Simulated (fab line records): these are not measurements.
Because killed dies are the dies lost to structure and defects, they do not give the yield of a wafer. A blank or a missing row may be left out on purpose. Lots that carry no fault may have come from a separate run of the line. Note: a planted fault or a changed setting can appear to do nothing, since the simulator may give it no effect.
The tool behind it: which one? | flow nandHarc | 6 lots, 18 wafers sampled, at 5 steps of a route of 1302

## WHAT EACH GAUGE READ, for each wafer
NHARC_END_SORT_01.
lot | measured | on | killedAtArray

## WHICH TOOL RAN EACH LOT (tool, then ch and the chambers of the sampled wafers, then the start)
lot  | NHARC_A_STAIRCASE_TRIM_229        | NHARC_A_STAIRCASE_ETCH_232                   | NHARC_A_STAIRCASE_ETCH_253        | NHARC_A_STAIRCASE_STRIP_254
L113 | rieDiel-06 ch 1,2,3, day 16 19:40 | rieDiel-06 ch 1,2,3, day 16 22:20 or earlier | rieDiel-10 ch 0,2,3, day 16 22:20 | plasmaAsher-02 ch 0,1, day 16 22:28
L120 | rieDiel-01 ch 1,3, day 20 03:45   | rieDiel-01 ch 1,3, day 20 06:37 or earlier   | rieDiel-01 ch 0,1, day 20 06:37   | plasmaAsher-01 ch 0,1, day 20 06:43
L121 | rieDiel-01 ch 1,2,3, day 21 00:29 | rieDiel-01 ch 1,2,3, day 21 03:10 or earlier | rieDiel-10 ch 0,1,3, day 21 03:10 | plasmaAsher-01 ch 0,1, day 21 03:16
L128 | rieDiel-10 ch 1,2, day 22 18:31   | rieDiel-10 ch 0,1,2, day 22 21:28 or earlier | rieDiel-06 ch 1,2,3, day 22 21:28 | plasmaAsher-02 ch 1, day 22 22:11
L133 | rieDiel-01 ch 1,2,3, day 25 11:30 | rieDiel-01 ch 0,1,3, day 25 14:19 or earlier | rieDiel-01 ch 0,1,2, day 25 14:19 | plasmaAsher-01 ch 1, day 25 14:26
L135 | rieDiel-06 ch 1,2,3, day 26 13:15 | rieDiel-06 ch 0,1, day 26 16:08 or earlier   | rieDiel-10 ch 1,3, day 26 16:08   | plasmaAsher-01 ch 0,1, day 26 16:14
- NHARC_A_STAIRCASE_TRIM_229: chemistry O2, time 211.2 s.
- NHARC_A_STAIRCASE_ETCH_232: etches the open film in C4F8/O2, target depth 100 nm, time 40.5 s.
- NHARC_A_STAIRCASE_ETCH_253: etches the open film in C4F8/O2, target depth 50 nm, time 20.2 s.
- NHARC_A_STAIRCASE_STRIP_254: strips in O2.

## THE ANSWER, worked out from the rows above alone
Rule: what is usual is taken from the lots themselves. Put in order of their means at a reading, lots are off if they are a third of the lots or fewer, leave a main group of 4 or more, and stand apart from it by a gap of 3 or more times the standard deviation of the main group's means; of several such gaps the widest counts. The tables above print the reading to a certain number of digits; a main group whose means all agree to those digits is not used. A lot without any number at a reading at which 4 lots or more have one is off too. Any other lot the step has rows for is counted as sound.
Across all readings shown, no lot is off: no conclusion can be drawn from this.

## WHAT THE SIMULATOR HAD PUT IN
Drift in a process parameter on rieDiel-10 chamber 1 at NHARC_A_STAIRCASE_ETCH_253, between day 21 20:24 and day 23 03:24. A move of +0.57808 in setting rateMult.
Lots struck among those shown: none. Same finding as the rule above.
